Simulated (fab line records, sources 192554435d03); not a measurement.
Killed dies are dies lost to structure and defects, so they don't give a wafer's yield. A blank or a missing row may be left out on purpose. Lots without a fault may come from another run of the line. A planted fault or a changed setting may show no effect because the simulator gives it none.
fab line records | flow n5_finfet
record lots=7 wafers=39
route steps=1938 shown BEOL_M10@1512 BEOL_M12@1643 PASSIVATION@1930
start_h: hours from the record's first day to the start of the lot's first wafer shown | wait_h: hours since the lot's step before | " the same as in the row above | L1.1+2: a row that stands for several wafers | - no value, or no start given | * or withheld: withheld | < > ~ a bound
route shown NAME@n: a module of which the file shows steps, and the number in the route of the first | usual: mean/standard deviation of fault-free wafers | same: alike in all rows | chamber/n: place in a boat | sites: the reading at each site | _std_site: their standard deviation | _edge_site: outer sites' mean less inner sites' | radius_mm: how far each site lies from the wafer's centre | mask NAME#n: copy n | behind: the tool/chamber that last shaped the wafer | hold: why the lot was held/for how many hours/how that ended | device: the transistor (n, p or np) that didn't switch | end of line: the same wafers' tests at the end of the route | a step without rows: its recipe alone | killed: dies lost to structure and defects at the first sort, not the wafer's yield | map: a wafer's dies, x killed, . not, _ none there
set.NAME: the setting as run; set.NAME@STEP: as run at that earlier step | model.NAME: the simulator's own value behind a step, which no gauge read
lots whose settings were changed on purpose; a table a step, a row a wafer
## steps
# step N5_BEOL_M10_TRENCH_ETCH_37
# recipe chemistry=C4F6/O2 target_depth_a=1488.3 target=SiCOH_lowk time_s=48 ion_energy_ev=250 pressure_mtorr=30 source_w=345 bias_w=185 Ar_flow_sccm=300 C4F6_flow_sccm=10 O2_flow_sccm=10
# columns lot.wafer tool chamber start_h wait_h set.target_depth_a model.etch.depth_nm model.BEOL_M10.feature_depth_nm model.TiN_of_BEOL_M10_HM_DEP_02.thk_nm
L075.1 rie_diel-05 1 - - 1488.3 150.2 150.2 16
L075.2 " 2 " " 1488.3 145.2 145.2 16.2
L075.3 " 3 " " 1248 123.1 123.2 17
L075.4 " 0 " " 1488.3 144.3 144.2 16.2
L075.5 " 3 " " 1248 122.1 122 17
L075.6 " 2 " " 1248 122.3 122.4 16.8
L079.1 rie_diel-05 0 - - 1488.3 145.1 145.2 16.2
L079.2 " 2 " " 1243 121.5 121.4 16.8
L079.3 " 1 " " 1243 124.7 124.6 16.8
L079.4 " 3 " " 1488.3 145.9 145.8 16.2
L079.5 " 2 " " 1488.3 144.8 144.8 16.2
L079.6 " 3 " " 1243 121.8 121.8 17
L082.1 rie_diel-01 1 - - 597.2 58.28 58.2 18.2
L082.2 " 2 " " 1488.3 149.7 149.8 15.6
L082.3 " 3 " " 1488.3 146.7 146.6 15.8
L082.4 " 0 " " 597.2 59.7 59.6 18.2
L082.5 " 0 " " 1488.3 149.8 149.8 15.6
L082.6 " 1 " " 597.2 58.11 58.2 18.2
L084.4 rie_diel-01 1 - - 1488.3 143.5 143.6 16.4
L084.5 " 0 " " 1488.3 148.3 148.2 16
L084.6 " 3 " " 1488.3 146.5 146.4 16
L085.1 rie_diel-01 0 - - 1020 103.6 103.6 17.2
L085.2 " 3 " " 1488.3 147.3 147.2 16
L085.3 " 2 " " 1020 103.2 103.2 17.2
L085.4 " 1 " " 1020 99.67 99.6 17.4
L085.5 " 0 " " 1488.3 150.4 150.4 15.8
L085.6 " 3 " " 1488.3 148.6 148.6 16
L087.1 rie_diel-05 1 - - 1912 189.4 189.4 14.8
L087.2 " 2 " " 1912 189.2 189.2 15
L087.3 " 0 " " 1488.3 151 151 15.8
L087.4 " 3 " " 1912 186.9 187 15.2
L087.5 " 3 " " 1488.3 147.2 147.2 16.2
L087.6 " 2 " " 1488.3 146.2 146.2 16.2
L096.1 rie_diel-01 2 - - 1488.3 150.1 150 16.2
L096.2 " 3 " " 1488.3 148.3 148.2 16.2
L096.3 " 0 " " 1488.3 149 149 16.4
L096.4 " 2 " " 2147 216.2 216.2 14.2
L096.5 " 0 " " 2147 216.5 216.6 14.4
L096.6 " 3 " " 2147 214.1 214 14.6
# step N5_BEOL_M10_ETCH_41
# recipe chemistry=CH3F/O2 target=SiCN target_depth_a=426 taper_deg=2 time_s=86 ion_energy_ev=120 mask_material=TiN pressure_mtorr=30 source_w=395 bias_w=75 Ar_flow_sccm=150 CH3F_flow_sccm=30 O2_flow_sccm=20
# step N5_BEOL_M10_STRIP_77
# recipe chemistry=N2/H2 time_s=10 power_w=450 temp_c=40 pressure_mtorr=20 rf_frequency_hz=6e+07 bias_power_w=7 n2_flow_sccm=200 h2_flow_sccm=200
# step N5_BEOL_M10_OCD_MEAS_38
# usual trench_depth_nm=147.7/2.1
# columns lot.wafer tool chamber start_h wait_h set.target_depth_a@BEOL_M10_TRENCH_ETCH_37 trench_depth_nm
L075.1 ocd-01 - 230.90 - 1488.3 150.5
L075.2 " - " " 1488.3 145.2
L075.3 " - " " 1248 123.1
L075.4 " - " " 1488.3 144.2
L075.5 " - " " 1248 122.4
L075.6 " - " " 1248 122.3
L079.1 ocd-01 - 244.22 - 1488.3 145.1
L079.2 " - " " 1243 120.9
L079.3 " - " " 1243 124.1
L079.4 " - " " 1488.3 145.7
L079.5 " - " " 1488.3 145.0
L079.6 " - " " 1243 121.6
L082.1 ocd-01 - 278.83 - 597.2 58.1
L082.2 " - " " 1488.3 149.7
L082.3 " - " " 1488.3 146.8
L082.4 " - " " 597.2 59.7
L082.5 " - " " 1488.3 149.7
L082.6 " - " " 597.2 58.6
L084.4 ocd-02 - 291.12 - 1488.3 144.1
L084.5 " - " " 1488.3 147.9
L084.6 " - " " 1488.3 146.8
L085.1 ocd-01 - 293.20 - 1020 103.9
L085.2 " - " " 1488.3 147.1
L085.3 " - " " 1020 102.9
L085.4 " - " " 1020 100.1
L085.5 " - " " 1488.3 150.3
L085.6 " - " " 1488.3 148.5
L087.1 ocd-02 - 302.77 - 1912 189.2
L087.2 " - " " 1912 189.1
L087.3 " - " " 1488.3 150.6
L087.4 " - " " 1912 186.5
L087.5 " - " " 1488.3 147.0
L087.6 " - " " 1488.3 146.2
L096.1 ocd-02 - 349.75 - 1488.3 149.9
L096.2 " - " " 1488.3 148.1
L096.3 " - " " 1488.3 149.5
L096.4 " - " " 2147 216.2
L096.5 " - " " 2147 216.9
L096.6 " - " " 2147 214.2
# step N5_BEOL_M10_HM_STRIP_39
# recipe chemistry=peroxide_tin_strip material=TiN target_depth_a=250 temp_c=50 time_s=158
# step N5_BEOL_M10_SRD_40
# recipe time_s=30 temp_c=23 rinse_liquid=diw dry=ipa_marangoni
# step N5_BEOL_M10_ECD_50
# recipe material=Cu target_thk_a=3180
# step N5_BEOL_M10_ANNEAL_51
# recipe temp_c=225 time_s=90 ambient=N2
# step N5_BEOL_M10_CMP_52
# recipe stop_on=SiCOH_lowk t_overpolish_s=7 down_force_psi=1 platen_rpm=50 clearing_platen_down_force_psi=1.5 clearing_platen_rpm=50 post_cmp_clean=cu_alkaline target_thk_nm=140 clearing_platen_pad_velocity_m_s=0.99484 pad_velocity_m_s=0.99484
# columns lot.wafer tool chamber start_h wait_h set.target_depth_a@BEOL_M10_TRENCH_ETCH_37 model.Cu_of_BEOL_M10_ECD_50.thk_nm
L075.1 cmp-03 2 234.66 0.3 1488.3 142.2
L075.2 " 3 " " 1488.3 137
L075.3+6 " 0,2 " " 1248 115.6
L075.4 " 1 " " 1488.3 135.6
L075.5 " 3 " " 1248 114.8
L079.3 cmp-03 1 247.47 0.2 1243 116
L079.1+5 " 2,1 " " 1488.3 137.8
L079.2 " 3 " " 1243 114.8
L079.4 " 0 " " 1488.3 137.4
L079.6 " 2 " " 1243 115.2
L082.2 cmp-03 1 280.88 0.2 1488.3 142.4
L082.1 " 2 " " 597.2 51
L082.4 " 3 " " 597.2 52.4
L082.3 " 0 " " 1488.3 137.8
L082.6 " 1 " " 597.2 49.4
L082.5 " 2 " " 1488.3 141.8
L084.4 cmp-04 3 294.23 0.1 1488.3 135.2
L084.6 " 3 " " 1488.3 140
L084.5 " 0 " " 1488.3 139.8
L085.2 cmp-03 1 295.79 0.2 1488.3 138
L085.1 " 2 " " 1020 96.2
L085.3 " 3 " " 1020 94.6
L085.4 " 0 " " 1020 91
L085.6+5 " 1,2 " " 1488.3 140.6
L087.2 cmp-03 1 305.67 0.2 1912 177.8
L087.3 " 2 " " 1488.3 140.8
L087.1 " 3 " " 1912 179.8
L087.4 " 0 " " 1912 175.4
L087.5 " 1 " " 1488.3 138.2
L087.6 " 2 " " 1488.3 136.4
L096.1 cmp-03 1 352.73 0.3 1488.3 141.8
L096.3 " 2 " " 1488.3 141.2
L096.2 " 3 " " 1488.3 140.8
L096.4 " 0 " " 2147 207.6
L096.5 " 1 " " 2147 207.4
L096.6 " 2 " " 2147 206.2
# step N5_BEOL_M10_THK_MEAS_53
# recipe thk_meas_gauge=xrf reads=Cu_of_BEOL_M10_ECD_50
# usual M10_THK=138.3/2.4
# columns lot.wafer tool chamber start_h wait_h set.target_depth_a@BEOL_M10_TRENCH_ETCH_37 M10_THK[nm]
L075.1 film_metro-02 - 234.95 - 1488.3 141.7
L075.2 " - " " 1488.3 136.1
L075.3 " - " " 1248 115.5
L075.4 " - " " 1488.3 135.5
L075.5 " - " " 1248 114.1
L075.6 " - " " 1248 115.4
L079.1 film_metro-01 - 247.76 - 1488.3 136.1
L079.2 " - " " 1243 113.8
L079.3 " - " " 1243 115.3
L079.4 " - " " 1488.3 135.7
L079.5 " - " " 1488.3 137.3
L079.6 " - " " 1243 114.0
L082.1 film_metro-02 - 281.17 - 597.2 50.4
L082.2 " - " " 1488.3 139.9
L082.3 " - " " 1488.3 135.9
L082.4 " - " " 597.2 51.9
L082.5 " - " " 1488.3 140.1
L082.6 " - " " 597.2 48.6
L084.4 film_metro-01 - 294.53 - 1488.3 132.2
L084.5 " - " " 1488.3 136.0
L084.6 " - " " 1488.3 137.0
L085.1 film_metro-02 - 296.09 - 1020 96.6
L085.2 " - " " 1488.3 138.1
L085.3 " - " " 1020 95.1
L085.4 " - " " 1020 91.2
L085.5 " - " " 1488.3 141.0
L085.6 " - " " 1488.3 140.7
L087.1 film_metro-02 - 305.96 - 1912 178.7
L087.2 " - " " 1912 177.2
L087.3 " - " " 1488.3 141.1
L087.4 " - " " 1912 174.7
L087.5 " - " " 1488.3 138.1
L087.6 " - " " 1488.3 136.3
L096.1 film_metro-02 - 353.03 - 1488.3 142.0
L096.2 " - " " 1488.3 141.4
L096.3 " - " " 1488.3 142.3
L096.4 " - " " 2147 208.4
L096.5 " - " " 2147 207.5
L096.6 " - " " 2147 207.3
# step N5_BEOL_M10_PRE_CLEAN_55
# recipe gas=NH3 time_s=15 temp_c=withheld rf_power_w=300
# step N5_BEOL_M10_DEP_56
# recipe material=SiCN target_thk_a=150 temp_c=withheld precursor=3MS/NH3 pressure_torr=3 rf_w=202 time_s=26.5
# step N5_BEOL_M10_RS_MEAS_57
# recipe thk_meas_gauge=four-point-probe reads=Cu_of_BEOL_M10_ECD_50+Co_of_BEOL_M10_CVD_75+TaN_of_BEOL_M10_ALD_74
# usual M10_RS=0.1519/0.0027
# columns lot.wafer tool chamber start_h wait_h set.target_depth_a@BEOL_M10_TRENCH_ETCH_37 M10_RS[ohm/sq]
L075.1 film_metro-02 - 235.12 0.1 1488.3 0.1483
L075.2 " - " " 1488.3 0.1545
L075.3 " - " " 1248 0.1863
L075.4 " - " " 1488.3 0.1562
L075.5 " - " " 1248 0.1883
L075.6 " - " " 1248 0.1867
L079.1 film_metro-01 - 247.90 0.1 1488.3 0.1537
L079.2 " - " " 1243 0.1878
L079.3 " - " " 1243 0.1859
L079.4 " - " " 1488.3 0.1536
L079.5 " - " " 1488.3 0.1533
L079.6 " - " " 1243 0.1874
L082.1 film_metro-02 - 281.31 0.1 597.2 0.4930
L082.2 " - " " 1488.3 0.1480
L082.3 " - " " 1488.3 0.1537
L082.4 " - " " 597.2 0.4752
L082.5 " - " " 1488.3 0.1489
L082.6 " - " " 597.2 0.5124
L084.4 film_metro-02 - 294.67 0.0 1488.3 0.1567
L084.5 " - " " 1488.3 0.1513
L084.6 " - " " 1488.3 0.1511
L085.1 film_metro-02 - 296.22 0.1 1020 0.2310
L085.2 " - " " 1488.3 0.1533
L085.3 " - " " 1020 0.2348
L085.4 " - " " 1020 0.2453
L085.5 " - " " 1488.3 0.1502
L085.6 " - " " 1488.3 0.1499
L087.1 film_metro-02 - 306.10 0.1 1912 0.1150
L087.2 " - " " 1912 0.1163
L087.3 " - " " 1488.3 0.1499
L087.4 " - " " 1912 0.1178
L087.5 " - " " 1488.3 0.1531
L087.6 " - " " 1488.3 0.1552
L096.1 film_metro-02 - 353.20 0.1 1488.3 0.1489
L096.2 " - " " 1488.3 0.1502
L096.3 " - " " 1488.3 0.1491
L096.4 " - " " 2147 0.0986
L096.5 " - " " 2147 0.0986
L096.6 " - " " 2147 0.0992
# step N5_BEOL_M12_ETCH_38
# recipe chemistry=CF4/N2 target=SiCN target_depth_a=687 taper_deg=2 time_s=73.4 ion_energy_ev=150 mask_material=SiO2 pressure_mtorr=40 source_w=430 bias_w=70 Ar_flow_sccm=100 cf4_flow_sccm=60 n2_flow_sccm=60
# columns lot.wafer tool chamber start_h wait_h set.time_s model.etch.depth_nm
L075.1 rie_diel-03 2 252.04 - 73.4 57.29
L075.2 " 0 " " 73.4 58.85
L075.3 " 3 " " 73.4 59.41
L075.4 " 1 " " 73.4 58.08
L075.5 " 3 " " 73.4 59.23
L075.6 " 2 " " 73.4 57.27
L079.1 rie_diel-01 2 262.62 - 73.4 58.56
L079.2 " 1 " " 48.84 37.56
L079.3 " 0 " " 73.4 58.34
L079.4 " 3 " " 73.4 57.1
L079.5 " 3 " " 48.84 38.15
L079.6 " 2 " " 48.84 39
L082.1 rie_diel-05 2 294.56 - 73.4 56.73
L082.2 " 0 " " 73.4 59.67
L082.3 " 3 " " 73.4 57.2
L082.4 " 1 " " 73.4 58.83
L082.5 " 3 " " 73.4 56.67
L082.6 " 0 " " 73.4 59.51
L084.4 rie_diel-01 2 306.95 - 73.4 58.89
L084.5 " 3 " " 73.4 57.56
L084.6 " 2 " " 73.4 58.99
L085.1 rie_diel-01 3 310.54 - 73.4 57.82
L085.2 " 1 " " 73.4 56.67
L085.3 " 0 " " 94.26 74.52
L085.4 " 2 " " 73.4 58.68
L085.5 " 1 " " 94.26 73.03
L085.6 " 2 " " 94.26 75.35
L087.1 rie_diel-03 0 318.23 - 73.4 58.86
L087.2 " 3 " " 73.4 58.66
L087.3 " 1 " " 73.4 58.51
L087.4 " 3 " " 102.6 81.9
L087.5 " 0 " " 102.6 81.85
L087.6 " 1 " " 102.6 81.72
L096.1 rie_diel-03 3 370.03 - 97.81 79.11
L096.2 " 2 " " 73.4 59.83
L096.3 " 1 " " 73.4 58.66
L096.4 " 0 " " 97.81 79.56
L096.5 " 2 " " 73.4 59.92
L096.6 " 3 " " 97.81 78.5
# step N5_PASSIVATION_ETCH_54
# recipe chemistry=CHF3/O2 target=SiO2 target_depth_a=8800 CHF3_flow_sccm=50 O2_flow_sccm=5 Ar_flow_sccm=200 time_s=440 mask_material=PR pressure_mtorr=30 source_w=650 bias_w=170 ion_energy_ev=200
# columns lot.wafer tool chamber start_h wait_h set.time_s model.etch.depth_nm model.PASSIVATION.feature_depth_nm
L075.1 rie_diel-05 3 294.24 0.1 440 857.1 857.2
L075.2 " 1 " " 440 869 869
L075.3 " 2 " " 306.1 594.3 594.2
L075.4 " 0 " " 306.1 621.6 621.6
L075.5 " 3 " " 306.1 596.2 596.2
L075.6 " 2 " " 440 854.6 854.6
L079.1 rie_diel-05 0 297.68 0.1 330.1 674.1 674.2
L079.2 " 2 " " 440 877.8 877.8
L079.3 " 3 " " 330.1 650.8 650.8
L079.4 " 1 " " 440 889 889
L079.5 " 3 " " 440 869 869
L079.6 " 0 " " 330.1 682.8 682.8
L082.1 rie_diel-03 1 323.69 0.1 365.5 727 727
L082.2 " 3 " " 365.5 733.9 733.8
L082.3 " 0 " " 440 885.9 886
L082.4 " 1 " " 440 878.3 878.4
L082.5 " 0 " " 440 882.9 882.8
L082.6 " 3 " " 365.5 730.5 730.6
L084.4 rie_diel-05 1 337.17 0.1 440 871.2 871.2
L084.5 " 0 " " 440 880 880
L084.6 " 3 " " 440 854.4 854.4
L085.1 rie_diel-03 0 344.94 0.1 440 872.6 872.6
L085.2 " 1 " " 574.2 1132 1132
L085.3 " 3 " " 440 870.7 870.6
L085.4 " 2 " " 574.2 1137 1137
L085.5 " 0 " " 440 867.7 867.6
L085.6 " 3 " " 574.2 1139 1139
L087.1 rie_diel-03 1 353.12 0.1 232.3 456.8 456.8
L087.2 " 3 " " 440 868.3 868.2
L087.3 " 2 " " 440 885 885
L087.4 " 0 " " 440 873.5 873.6
L087.5 " 3 " " 232.3 454.4 454.4
L087.6 " 0 " " 232.3 459.5 459.6
L096.1 rie_diel-03 1 403.28 0.1 246.4 480.4 480.4
L096.2 " 0 " " 246.4 486.6 486.6
L096.3 " 2 " " 440 880.8 880.8
L096.4 " 3 " " 440 867 867
L096.5 " 2 " " 440 881.8 881.8
L096.6 " 3 " " 246.4 484.9 485
## key
split step=N5_BEOL_M10_TRENCH_ETCH_37 setting=target_depth_a stated=1488.3 by=wafer
response step=N5_BEOL_M10_TRENCH_ETCH_37 reading=model.etch.depth_nm change=+1.49 per=1% r=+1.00
response step=N5_BEOL_M10_TRENCH_ETCH_37 reading=model.BEOL_M10.feature_depth_nm change=+1.49 per=1% r=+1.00
response step=N5_BEOL_M10_TRENCH_ETCH_37 reading=model.TiN_of_BEOL_M10_HM_DEP_02.thk_nm change=-0.042 per=1% r=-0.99
response step=N5_BEOL_M10_OCD_MEAS_38 reading=trench_depth_nm change=+1.49 per=1% r=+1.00
response step=N5_BEOL_M10_CMP_52 reading=model.Cu_of_BEOL_M10_ECD_50.thk_nm change=+1.47 per=1% r=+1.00
response step=N5_BEOL_M10_THK_MEAS_53 reading=M10_THK change=+1.46 per=1% r=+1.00
response step=N5_BEOL_M10_RS_MEAS_57 reading=M10_RS change=-0.00351 per=1% r=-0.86
split step=N5_BEOL_M12_ETCH_38 setting=time_s stated=73.4 by=wafer
response step=N5_BEOL_M12_ETCH_38 reading=model.etch.depth_nm change=+0.586 per=1% r=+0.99
split step=N5_PASSIVATION_ETCH_54 setting=time_s stated=440 by=wafer
response step=N5_PASSIVATION_ETCH_54 reading=model.etch.depth_nm change=+8.76 per=1% r=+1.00
response step=N5_PASSIVATION_ETCH_54 reading=model.PASSIVATION.feature_depth_nm change=+8.76 per=1% r=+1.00
